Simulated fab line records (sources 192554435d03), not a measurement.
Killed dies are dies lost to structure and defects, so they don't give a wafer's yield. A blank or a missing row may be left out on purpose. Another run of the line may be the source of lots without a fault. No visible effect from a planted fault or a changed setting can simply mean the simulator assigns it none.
Split-lot trial ; flow n5_finfet ; 7 lots, 39 wafers read, on a route of 1938 steps

## SPLIT DETAILS
At N5_PASSIVATION_ETCH_54 (etches SiO2 in CHF3/O2, target depth 880 nm, time 440 s), the setting time_s was moved away from the recipe's 440 s on 15 of the 39 wafers read, by -58.1% to +45.4%. The other wafers ran this setting at the recipe's value.

The split's own step is where the reading is taken.

## THE READING
PASSIVATION.feature_depth_nm (the simulator's own value, which no gauge read), in nm, at N5_PASSIVATION_ETCH_54 (etches SiO2 in CHF3/O2, target depth 880 nm, time 440 s). The file gives no usual value for it. Across the 24 wafers here that went through the recipe, the average is 882.1 nm and the standard deviation 12 nm.

wafer;tool, chamber at the split;time_s as run, s;against the recipe;PASSIVATION.feature_depth_nm, nm;against lot-mates on the recipe
L077.1;rie_diel-06, 0;440;recipe;869.8;-
L077.2;rie_diel-06, 3;440;recipe;878.6;-
L077.3;rie_diel-06, 1;440;recipe;867.4;-
L077.4;rie_diel-06, 2;440;recipe;854.8;-
L077.5;rie_diel-06, 2;440;recipe;855.8;-
L077.6;rie_diel-06, 3;440;recipe;874.8;-
L081.1;rie_diel-01, 2;639.6;+45.4%;1302;+404.8
L081.2;rie_diel-01, 0;440;recipe;898;-
L081.3;rie_diel-01, 1;639.6;+45.4%;1304;+406.8
L081.4;rie_diel-01, 3;639.6;+45.4%;1280;+382.8
L081.5;rie_diel-01, 3;440;recipe;892.2;-
L081.6;rie_diel-01, 0;440;recipe;901.4;-
L082.1;rie_diel-06, 1;440;recipe;877.4;-
L082.2;rie_diel-06, 3;329.7;-25.1%;664.8;-214.9
L082.3;rie_diel-06, 0;329.7;-25.1%;665.8;-213.9
L082.4;rie_diel-06, 3;329.7;-25.1%;669.6;-210.1
L082.5;rie_diel-06, 0;440;recipe;884;-
L082.6;rie_diel-06, 1;440;recipe;877.6;-
L087.1;rie_diel-05, 2;567.7;+29.0%;1166;+271.9
L087.2;rie_diel-05, 0;567.7;+29.0%;1146;+251.9
L087.3;rie_diel-05, 1;440;recipe;899.8;-
L087.4;rie_diel-05, 3;440;recipe;895.8;-
L087.5;rie_diel-05, 1;567.7;+29.0%;1150;+255.9
L087.6;rie_diel-05, 0;440;recipe;886.8;-
L089.1;rie_diel-05, 1;440;recipe;878.6;-
L089.2;rie_diel-05, 2;440;recipe;885.4;-
L089.3;rie_diel-05, 0;184.3;-58.1%;365.4;-515.0
L089.4;rie_diel-05, 3;440;recipe;877.2;-
L089.5;rie_diel-05, 3;184.3;-58.1%;369.8;-510.6
L089.6;rie_diel-05, 2;184.3;-58.1%;371;-509.4
L096.2;rie_diel-01, 0;440;recipe;897.6;-
L096.4;rie_diel-01, 2;440;recipe;885.6;-
L096.5;rie_diel-01, 2;440;recipe;875;-
L097.1;rie_diel-06, 3;440;recipe;887.6;-
L097.2;rie_diel-06, 0;601;+36.6%;1224;+338.7
L097.3;rie_diel-06, 2;440;recipe;887;-
L097.4;rie_diel-06, 1;601;+36.6%;1189;+303.7
L097.5;rie_diel-06, 3;440;recipe;881.4;-
L097.6;rie_diel-06, 2;601;+36.6%;1207;+321.7

FIT RESULTS
A straight line over all 39 wafers: PASSIVATION.feature_depth_nm changes by +8.94 nm for each +1% of time_s; r = +1.00; the points scatter about the line by 12 nm.
The same after taking each lot's own level away (the mean of its wafers on the recipe; 39 wafers): +8.78 nm for each +1%; r = +1.00; scatter 8 nm.
The reading moves by 5.1e+02 nm for the largest change in time_s, on that fit.
Across the lots, their own levels run from 866.87 to 897.20 nm, a range of 2.5 times the standard deviation given above.
The two slopes agree, so the slope changes little with the lot-to-lot level.
Check: for one of the wafers moved furthest among these (-58.1%), held out of the fit, the line's prediction against its lot-mates is -508 nm. It came out at -515 nm against them.

## OTHER SPLITS ON THESE WAFERS
Other splits were also applied to these wafers ahead of the reading. Each is held against what the fit with the lots' levels taken away leaves over:
other split on the same wafers;wafers away from the commonest value;r with PASSIVATION.feature_depth_nm (lot level and that fit taken away)
N5_BEOL_M13_ILD_DEP_00 time_s;18;+0.20
N5_PASSIVATION_PASS_ETCH_47 time_s;15;+0.07

## THE WHOLE CHAIN: every reading that the file lists as answering this split, in the file's order
step;what it does;reading;change (the file's fit);r (the file's)
N5_PASSIVATION_ETCH_54;etches SiO2 in CHF3/O2, target depth 880 nm, time 440 s;etch.depth_nm (the simulator's own value, which no gauge read);+8.79 nm for each +1% of the setting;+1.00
N5_PASSIVATION_ETCH_54;etches SiO2 in CHF3/O2, target depth 880 nm, time 440 s;PASSIVATION.feature_depth_nm (the simulator's own value, which no gauge read);+8.79 nm for each +1% of the setting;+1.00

## FILE'S OWN FIT
PASSIVATION.feature_depth_nm changes by +8.79 nm for each +1% of time_s, r = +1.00.
